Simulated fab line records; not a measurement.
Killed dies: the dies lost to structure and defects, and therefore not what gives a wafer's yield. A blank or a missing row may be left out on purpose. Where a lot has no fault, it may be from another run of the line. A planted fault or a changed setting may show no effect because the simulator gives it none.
Which of the tools did it? ; flow nand harc ; 24 lots, 72 wafers sampled, at 6 steps of a route of 1302

## WHAT THE GAUGES READ, wafer by wafer
NHARC_A_CHANNEL_HOLE_D1_CD_MEAS_18. Usual: cd nm at 99.9 nm, with a standard deviation of 2.4.
lot;measured;on;cd nm (nm);flag
L074;day 8 15:36;cd sem-03;97.4 100.1 96.3;
L076;day 9 08:38;cd sem-02;96.5 103.6 95.5;
L075;day 9 06:31;cd sem-03;103.3 102.3 102.0;
L077;day 9 19:33;cd sem-03;97.9 100.5 97.5;
L078;day 10 09:58;cd sem-02;100.3 102.2 99.0;
L079;day 10 08:10;cd sem-01;104.5 101.5 100.7;
L081;day 11 10:28;cd sem-03;97.0 94.6 97.4;
L080;day 11 10:01;cd sem-03;102.1 94.4 98.9;
L082;day 12 03:28;cd sem-02;95.8 99.9 99.9;
L083;day 12 02:54;cd sem-02;97.7 100.4 100.3;
L084;day 12 19:54;cd sem-01;98.4 97.9 96.7;
L085;day 13 00:35;cd sem-01;101.5 97.4 102.5;
L086;day 13 08:34;cd sem-03;99.7 99.4 98.2;
L088;day 14 19:00;cd sem-02;104.4 103.3 104.3;
L087;day 14 17:33;cd sem-03;102.7 102.3 98.8;
L089;day 15 00:29;cd sem-03;101.0 102.4 96.2;
L090;day 15 07:35;cd sem-01;102.0 102.7 102.8;
L091;day 15 18:40;cd sem-01;98.1 96.7 100.5;
L092;day 16 05:10;cd sem-03;98.3 98.7 101.3;
L093;day 16 10:25;cd sem-02;100.3 100.5 97.8;
L094;day 17 05:10;cd sem-02;100.2 101.0 99.3;
L095;day 17 07:58;cd sem-03;104.0 100.7 100.3;
L096;day 17 18:31;cd sem-02;103.7 100.9 106.3;
L097;day 18 01:18;cd sem-02;97.9 100.7 99.1;

## EACH LOT AND THE TOOL THAT RAN IT (in order: tool; ch and the chambers of the sampled wafers; start)
lot;NHARC_P_BONDPAD_PVD_27;NHARC_P_BONDPAD_ANNEAL_28;NHARC_A_ZERO_WELL_DESCUM_12;NHARC_A_CHANNEL_HOLE_D1_DEP_01;NHARC_A_CHANNEL_HOLE_D1_ETCH_16
L074;pvd sputter-03, day 6 20:13 or earlier;rtp anneal-02 ch 0, day 6 20:13;rie diel-05 ch 0,1,3, day 6 22:32;pecvd-04 ch 0,1,2, day 8 13:38;rie diel-07 ch 2,3, day 8 15:36 or earlier
L076;pvd sputter-03, day 7 07:59 or earlier;rtp anneal-01 ch 0, day 7 07:59;rie diel-13 ch 0,1,3, day 7 10:08;pecvd-02 ch 0,1,2, day 9 06:32;rie diel-10 ch 1,3, day 9 08:38 or earlier
L075;pvd sputter-01, day 7 08:37 or earlier;rtp anneal-02 ch 0, day 7 08:37;rie diel-05 ch 1,2,3, day 7 10:47;pecvd-04 ch 1,2, day 9 04:37;rie diel-07 ch 1,3, day 9 06:31 or earlier
L077;pvd sputter-02, day 7 22:26 or earlier;rtp anneal-02 ch 0, day 7 22:26;rie diel-05 ch 1,2,3, day 8 00:40;pecvd-02 ch 0,1,2, day 9 17:25;rie diel-07 ch 0,2,3, day 9 19:33 or earlier
L078;pvd sputter-01, day 8 12:34 or earlier;rtp anneal-02 ch 0, day 8 12:34;rie diel-13 ch 1,2,3, day 8 14:59;pecvd-04 ch 0,2, day 10 07:59;rie diel-07 ch 0,1,3, day 10 09:58 or earlier
L079;pvd sputter-03, day 8 17:34 or earlier;rtp anneal-01 ch 0, day 8 17:34;rie diel-05 ch 0,3, day 8 19:54;pecvd-04 ch 0,1, day 10 06:10;rie diel-07 ch 0,3, day 10 08:10 or earlier
L081;pvd sputter-02, day 9 09:23 or earlier;rtp anneal-02 ch 0, day 9 09:23;rie diel-02 ch 0,1,3, day 9 11:45;pecvd-03 ch 0,1,2, day 11 07:52;rie diel-11 ch 0,1,2, day 11 10:28 or earlier
L080;pvd sputter-03, day 9 10:23 or earlier;rtp anneal-01 ch 0, day 9 10:23;rie diel-05 ch 0,2,3, day 9 12:44;pecvd-04 ch 0,1,2, day 11 07:50;rie diel-11 ch 0,1,3, day 11 10:01 or earlier
L082;pvd sputter-01, day 10 06:49 or earlier;rtp anneal-02 ch 0, day 10 06:49;rie diel-05 ch 2,3, day 10 09:08;pecvd-03 ch 1,2, day 12 01:24;rie diel-10 ch 0,1,3, day 12 03:28 or earlier
L083;pvd sputter-01, day 10 08:37 or earlier;rtp anneal-01 ch 0, day 10 08:37;rie diel-13 ch 0,1,3, day 10 10:55;pecvd-03 ch 1,2, day 12 00:14;rie diel-07 ch 0,2, day 12 02:05
L084;pvd sputter-02, day 10 23:52 or earlier;rtp anneal-01 ch 0, day 10 23:52;rie diel-05 ch 2,3, day 11 02:11;pecvd-02 ch 0,2, day 12 17:55;rie diel-10 ch 0,2, day 12 19:54 or earlier
L085;pvd sputter-02, day 11 03:39 or earlier;rtp anneal-01 ch 0, day 11 03:39;rie diel-02 ch 1,2,3, day 11 05:55;pecvd-03 ch 0,1,2, day 12 22:19;rie diel-07 ch 0,2, day 13 00:35 or earlier
L086;pvd sputter-03, day 11 15:16 or earlier;rtp anneal-01 ch 0, day 11 15:16;rie diel-05 ch 0,3, day 11 17:28;pecvd-04 ch 0,1,2, day 13 06:40;rie diel-10 ch 0,3, day 13 08:34 or earlier
L088;pvd sputter-02, day 12 21:46 or earlier;rtp anneal-01 ch 0, day 12 21:46;rie diel-05 ch 0,1,3, day 13 00:09;pecvd-04 ch 1,2, day 14 17:08;rie diel-07 ch 2,3, day 14 19:00 or earlier
L087;pvd sputter-03, day 12 22:27 or earlier;rtp anneal-01 ch 0, day 12 22:27;rie diel-13 ch 1,2, day 13 00:43;pecvd-04 ch 0,1,2, day 14 15:40;rie diel-07 ch 0,3, day 14 17:33 or earlier
L089;pvd sputter-03, day 13 06:38 or earlier;rtp anneal-01 ch 0, day 13 06:38;rie diel-05 ch 0,1,3, day 13 08:52;pecvd-04 ch 0,1,2, day 14 22:25;rie diel-10 ch 1,3, day 15 00:29 or earlier
L090;pvd sputter-03, day 13 11:46 or earlier;rtp anneal-02 ch 0, day 13 11:46;rie diel-05 ch 1,3, day 13 13:59;pecvd-03 ch 0,2, day 15 05:34;rie diel-07 ch 2,3, day 15 07:35 or earlier
L091;pvd sputter-02, day 14 00:27 or earlier;rtp anneal-01 ch 0, day 14 00:27;rie diel-05 ch 0,1,3, day 14 02:38;pecvd-02 ch 0,1,2, day 15 16:39;rie diel-11 ch 2,3, day 15 18:40 or earlier
L092;pvd sputter-01, day 14 05:14 or earlier;rtp anneal-02 ch 0, day 14 05:14;rie diel-02 ch 0,1,3, day 14 07:35;pecvd-02 ch 1,2, day 16 03:08;rie diel-07 ch 1,2,3, day 16 05:10 or earlier
L093;pvd sputter-03, day 14 15:22 or earlier;rtp anneal-02 ch 0, day 14 15:22;rie diel-05 ch 0,1,2, day 14 17:37;pecvd-04 ch 0,1,2, day 16 08:25;rie diel-07 ch 0,1,2, day 16 10:25 or earlier
L094;pvd sputter-02, day 15 04:06 or earlier;rtp anneal-01 ch 0, day 15 04:06;rie diel-05 ch 0,1,3, day 15 06:16;pecvd-02 ch 0,1, day 17 03:11;rie diel-07 ch 0,1,3, day 17 05:10 or earlier
L095;pvd sputter-01, day 15 14:07 or earlier;rtp anneal-01 ch 0, day 15 14:07;rie diel-13 ch 1,2, day 15 16:31;pecvd-04 ch 0,1,2, day 17 05:47;rie diel-10 ch 0,2,3, day 17 07:58 or earlier
L096;pvd sputter-01, day 15 23:07 or earlier;rtp anneal-02 ch 0, day 15 23:07;rie diel-05 ch 1,2, day 16 01:26;pecvd-02 ch 0,2, day 17 16:29;rie diel-07 ch 0,2,3, day 17 18:31 or earlier
L097;pvd sputter-03, day 16 05:56 or earlier;rtp anneal-02 ch 0, day 16 05:56;rie diel-05 ch 1,2, day 16 08:03;pecvd-03 ch 0,2, day 17 23:13;rie diel-11 ch 1,2,3, day 18 01:18 or earlier
- NHARC_P_BONDPAD_PVD_27: deposits Cu, target thk 30 nm, time 20.49 s.
- NHARC_P_BONDPAD_ANNEAL_28: time 90 s.
- NHARC_A_ZERO_WELL_DESCUM_12: chemistry O2, time 3 s.
- NHARC_A_CHANNEL_HOLE_D1_DEP_01: deposits SiON, target thk 140 nm.
- NHARC_A_CHANNEL_HOLE_D1_ETCH_16: etches the open film in O2/COS, target depth 3100 nm, time 806 s.

## AS READ BY THE TOOLS THEMSELVES (means over the sampled wafers that have a number; for cases with no such wafer, the mark the record gives instead)
NHARC_P_BONDPAD_PVD_27. Usual: throttle valve pct at 29.7 %, with a standard deviation of 1.3.
lot;tool;throttle valve pct (%);flag
L074;pvd sputter-03;30.0;
L076;pvd sputter-03;29.3;
L075;pvd sputter-01;29.6;
L077;pvd sputter-02;29.8;
L078;pvd sputter-01;28.9;
L079;pvd sputter-03;30.2;
L081;pvd sputter-02;29.4;
L080;pvd sputter-03;30.8;
L082;pvd sputter-01;29.4;
L083;pvd sputter-01;28.3;
L084;pvd sputter-02;29.8;
L085;pvd sputter-02;30.3;
L086;pvd sputter-03;29.7;
L088;pvd sputter-02;30.8;
L087;pvd sputter-03;30.1;
L089;pvd sputter-03;29.6;
L090;pvd sputter-03;29.6;
L091;pvd sputter-02;30.3;
L092;pvd sputter-01;28.3;
L093;pvd sputter-03;30.2;
L094;pvd sputter-02;28.4;
L095;pvd sputter-01;29.2;
L096;pvd sputter-01;29.9;
L097;pvd sputter-03;29.8;

NHARC_P_BONDPAD_ANNEAL_28. Usual: wafer_temp_C_max at 226.9, with a standard deviation of 0.37.
lot;tool;wafer_temp_C_max;flag
L074;rtp anneal-02;226.7;
L076;rtp anneal-01;226.8;
L075;rtp anneal-02;227.0;
L077;rtp anneal-02;227.0;
L078;rtp anneal-02;227.3;
L079;rtp anneal-01;226.8;
L081;rtp anneal-02;226.7;
L080;rtp anneal-01;226.8;
L082;rtp anneal-02;226.7;
L083;rtp anneal-01;227.1;
L084;rtp anneal-01;226.7;
L085;rtp anneal-01;227.3;
L086;rtp anneal-01;226.8;
L088;rtp anneal-01;227.1;
L087;rtp anneal-01;226.7;
L089;rtp anneal-01;226.8;
L090;rtp anneal-02;227.1;
L091;rtp anneal-01;226.7;
L092;rtp anneal-02;226.8;
L093;rtp anneal-02;226.6;
L094;rtp anneal-01;227.0;
L095;rtp anneal-01;226.7;
L096;rtp anneal-02;226.5;
L097;rtp anneal-02;226.7;

NHARC_A_ZERO_WELL_DESCUM_12. Usual: drypump motor current A 6.0 A, standard deviation 0.45; oes product au 0.997 a.u., standard deviation 0.0099; rf vpp V 58.1 V, standard deviation 0.83; showerhead plenum p Torr 1.96 Torr, standard deviation 0.1; throttle valve pct 11.311 %, standard deviation 0.0093.
lot;tool;drypump motor current A (A);oes product au (a.u.);rf vpp V (V);showerhead plenum p Torr (Torr);throttle valve pct (%);flag
L074;rie diel-05;6.1;0.988;57.6;1.97;11.310;
L076;rie diel-13;5.2;0.983;57.7;1.85;11.297;
L075;rie diel-05;6.3;0.995;57.4;1.95;11.310;
L077;rie diel-05;6.3;0.999;58.5;1.95;11.312;
L078;rie diel-13;5.4;0.989;58.0;1.94;11.308;
L079;rie diel-05;5.9;0.992;58.0;2.05;11.302;
L081;rie diel-02;5.6;0.998;58.2;1.93;11.312;
L080;rie diel-05;6.1;0.988;58.3;2.03;11.312;
L082;rie diel-05;6.2;0.999;57.5;2.04;11.312;
L083;rie diel-13;5.2;0.988;58.3;1.85;11.305;
L084;rie diel-05;6.4;0.999;58.7;2.01;11.323;
L085;rie diel-02;5.6;1.001;58.4;1.99;11.309;
L086;rie diel-05;5.9;1.002;58.8;2.05;11.312;
L088;rie diel-05;6.0;0.993;57.6;1.96;11.317;
L087;rie diel-13;5.7;0.993;58.1;1.98;11.309;
L089;rie diel-05;6.1;1.003;57.5;1.96;11.306;
L090;rie diel-05;6.1;1.002;58.0;1.97;11.317;
L091;rie diel-05;6.0;1.002;59.0;1.96;11.317;
L092;rie diel-02;5.5;0.999;57.7;1.92;11.311;
L093;rie diel-05;6.3;1.008;56.9;1.94;11.311;
L094;rie diel-05;6.1;1.001;58.0;1.96;11.318;
L095;rie diel-13;5.7;0.981;58.1;2.00;11.304;
L096;rie diel-05;6.5;1.006;57.8;1.93;11.313;
L097;rie diel-05;6.4;1.006;57.8;1.86;11.308;

NHARC_A_CHANNEL_HOLE_D1_DEP_01. Usual: heater power w at 726 W, with a standard deviation of 74.
lot;tool;heater power w (W);flag
L074;pecvd-04;716;
L076;pecvd-02;686;
L075;pecvd-04;765;
L077;pecvd-02;691;
L078;pecvd-04;661;
L079;pecvd-04;695;
L081;pecvd-03;720;
L080;pecvd-04;747;
L082;pecvd-03;740;
L083;pecvd-03;758;
L084;pecvd-02;679;
L085;pecvd-03;716;
L086;pecvd-04;764;
L088;pecvd-04;814;
L087;pecvd-04;757;
L089;pecvd-04;745;
L090;pecvd-03;696;
L091;pecvd-02;707;
L092;pecvd-02;757;
L093;pecvd-04;758;
L094;pecvd-02;589;
L095;pecvd-04;725;
L096;pecvd-02;678;
L097;pecvd-03;693;

NHARC_A_CHANNEL_HOLE_D1_ETCH_16. Usual: drypump motor current A 5.6 A, standard deviation 0.54; oes product au 1.002 a.u., standard deviation 0.0098; rf vpp V 314.3 V, standard deviation 2.1; showerhead plenum p Torr 3.13 Torr, standard deviation 0.13; throttle valve pct 28.330 %, standard deviation 0.0088.
lot;tool;drypump motor current A (A);oes product au (a.u.);rf vpp V (V);showerhead plenum p Torr (Torr);throttle valve pct (%);flag
L074;rie diel-07;5.1;1.002;315.7;3.23;28.337;
L076;rie diel-10;6.6;1.015;314.2;3.11;28.335;
L075;rie diel-07;5.4;0.994;313.4;3.04;28.329;
L077;rie diel-07;5.3;1.009;316.1;3.21;28.326;
L078;rie diel-07;5.5;1.005;314.1;3.11;28.325;
L079;rie diel-07;5.6;0.995;315.4;3.20;28.335;
L081;rie diel-11;5.6;0.991;314.8;3.16;28.331;
L080;rie diel-11;5.7;0.992;314.8;3.18;28.325;
L082;rie diel-10;6.3;1.009;315.3;3.18;28.334;
L083;rie diel-07;5.3;1.001;314.6;3.19;28.324;
L084;rie diel-10;5.4;1.007;313.5;3.14;28.335;
L085;rie diel-07;5.3;1.011;315.3;3.18;28.317;
L086;rie diel-10;6.4;1.002;315.2;3.25;28.333;
L088;rie diel-07;5.4;1.006;315.4;3.22;28.327;
L087;rie diel-07;5.6;0.994;315.0;3.19;28.338;
L089;rie diel-10;6.6;1.006;314.5;3.09;28.338;
L090;rie diel-07;5.4;1.002;315.4;3.21;28.321;
L091;rie diel-11;6.2;1.002;311.6;2.95;28.332;
L092;rie diel-07;5.3;1.011;313.6;3.12;28.329;
L093;rie diel-07;5.2;1.011;314.0;3.11;28.331;
L094;rie diel-07;5.5;0.992;314.1;3.10;28.336;
L095;rie diel-10;5.8;1.006;314.3;3.12;28.321;
L096;rie diel-07;5.3;1.002;315.1;3.20;28.341;
L097;rie diel-11;5.9;1.001;312.2;3.02;28.331;

## THE ANSWER, worked out from the rows above alone
Rule: a lot is off if the mean of its wafers that have a number lies more than 3 standard deviations from the usual mean. A lot without any number at a reading at which 4 lots or more have one is off too. All remaining lots with rows at the step are treated as sound. Order of review: gauges by route order, followed by the tools' own readings, for which a lot's mean as printed above is used. The first step at which some lot is off is used, and at that step the reading that is off furthest; a lot without a number counts as furthest.
Across all readings shown, no lot is off: no conclusion can be drawn from this.

## WHAT HAD BEEN PUT IN BY THE SIMULATOR
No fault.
